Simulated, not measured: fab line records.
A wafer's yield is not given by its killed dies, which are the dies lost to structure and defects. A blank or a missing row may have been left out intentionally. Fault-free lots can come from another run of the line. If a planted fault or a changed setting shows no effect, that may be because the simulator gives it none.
Lot-split experiment -- flow n5-finfet -- on a route of 1938 steps: 7 lots, 21 wafers read

## ON THE SPLIT
At N5_BEOL_M2_DESCUM_33 (chemistry O2, time 7 s), the setting time-s was moved away from the recipe's 7 s on 7 of the 21 wafers read, by -19.1% to +21.5%. All remaining wafers had this setting at the recipe value.

## FROM THE SPLIT TO THE READING: what the file shows between them, 2 steps
- N5_BEOL_M2_ETCH_77: etches underlayer in N2/H2, target depth 6.5 nm, time 5.2 s
- N5_BEOL_M2_ETCH_69: etches SiARC in CF4, target depth 15.6 nm, time 26 s

## THE READING
CAR-EUV_of_BEOL_M2_COAT_22.thk-nm (the simulator's own value, which no gauge read), in nm, at N5_BEOL_M2_ETCHBACK_99 (etches SiO2 in CHF3, target depth 5 nm, time 10.4 s). The file gives no usual value for it. Across the 14 wafers here that went through the recipe, the average is 10.5 nm and the standard deviation 0.16 nm.

wafer,"tool, chamber at the split","time-s as run, s",against the recipe,"CAR-EUV_of_BEOL_M2_COAT_22.thk-nm, nm",against lot-mates on the recipe
L077.1,"rie-diel-02, 2",7,recipe,10.2,-
L077.2,"rie-diel-02, 1",5.666,-19.1%,11,+0.8
L077.3,"rie-diel-02, 0",5.666,-19.1%,11,+0.8
L079.3,"rie-diel-01, 2,1",6.35,-9.3%,10.8,+0.6
L079.4,"rie-diel-01, 3",7,recipe,10.2,-
L079.6,"rie-diel-01, 2,1",6.35,-9.3%,11,+0.8
L082.2,"rie-diel-02, 1,2,0",7,recipe,10.4,-
L082.4,"rie-diel-02, 1,2,0",7,recipe,10.4,-
L082.3,"rie-diel-02, 1,2,0",7,recipe,10.6,-
L085.1,"rie-diel-04, 0,2,0",7,recipe,10.6,-
L085.4,"rie-diel-04, 0,2,0",7,recipe,10.6,-
L085.5,"rie-diel-04, 0,2,0",7,recipe,10.6,-
L084.1,"rie-diel-02, 1",8.502,+21.5%,9.8,-0.9
L084.4,"rie-diel-02, 2",7,recipe,10.8,-
L084.5,"rie-diel-02, 1",7,recipe,10.6,-
L087.2,"rie-diel-01, 3",6.596,-5.8%,10.6,+0.0
L087.3,"rie-diel-01, 1",6.596,-5.8%,11,+0.4
L087.4,"rie-diel-01, 0",7,recipe,10.6,-
L097.3,"rie-diel-01, 1",7,recipe,10.6,-
L097.5,"rie-diel-01, 1",7,recipe,10.6,-
L097.6,"rie-diel-01, 2",7,recipe,10.4,-
If several chambers appear in one row, that row covers several wafers at once and the file leaves open which wafer was in which chamber.

FIT RESULTS
A straight line over all 21 wafers: CAR-EUV_of_BEOL_M2_COAT_22.thk-nm changes by -0.0308 nm for each +1% of time-s; r = -0.84; the points scatter about the line by 0.17 nm.
The same after taking each lot's own level away (the mean of its wafers on the recipe; 21 wafers): -0.0451 nm for each +1%; r = -0.94; scatter 0.13 nm.
On that fit, the largest move of time-s shifts the reading by 0.97 nm.
From 10.20 to 10.70 nm: that is the span of the lots' own levels, equal to 3.0 times the standard deviation above.
Hence the slope depends on the lot-to-lot level, as the two fits are not the same.
Check: with one of the wafers moved furthest among these (+21.5%) left out of the fit, the line predicts -0.991 nm for it against its lot-mates. It came out at -0.9 nm against them.

## ADDITIONAL SPLITS CARRIED BY THESE WAFERS
Other splits were also applied to these wafers ahead of the reading. Each is held against what the fit with the lots' levels taken away leaves over:
other split on the same wafers,wafers away from the commonest value,r with CAR-EUV_of_BEOL_M2_COAT_22.thk-nm (lot level and that fit taken away)
N5_BEOL_M0_CUTY_COAT_50 spin-rpm,4,+0.07
N5_BEOL_M1_ETCH_74 bias-w,9,+0.00

## THE WHOLE CHAIN: every reading that the file lists as answering this split, in the file's order
step,what it does,reading,change (the file's fit),r (the file's)
N5_BEOL_M2_DESCUM_33,"chemistry O2, time 7 s","CAR-EUV_of_BEOL_M2_COAT_22.thk-nm (the simulator's own value, which no gauge read)",-0.0392 nm for each +1% of the setting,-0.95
N5_BEOL_M2_ETCH_69,"etches SiARC in CF4, target depth 15.6 nm, time 26 s","CAR-EUV_of_BEOL_M2_COAT_22.thk-nm (the simulator's own value, which no gauge read)",-0.043 nm for each +1% of the setting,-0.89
N5_BEOL_M2_ETCHBACK_99,"etches SiO2 in CHF3, target depth 5 nm, time 10.4 s","CAR-EUV_of_BEOL_M2_COAT_22.thk-nm (the simulator's own value, which no gauge read)",-0.0448 nm for each +1% of the setting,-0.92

## THE FILE'S OWN FIT
CAR-EUV_of_BEOL_M2_COAT_22.thk-nm changes by -0.0448 nm for each +1% of time-s, r = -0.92.
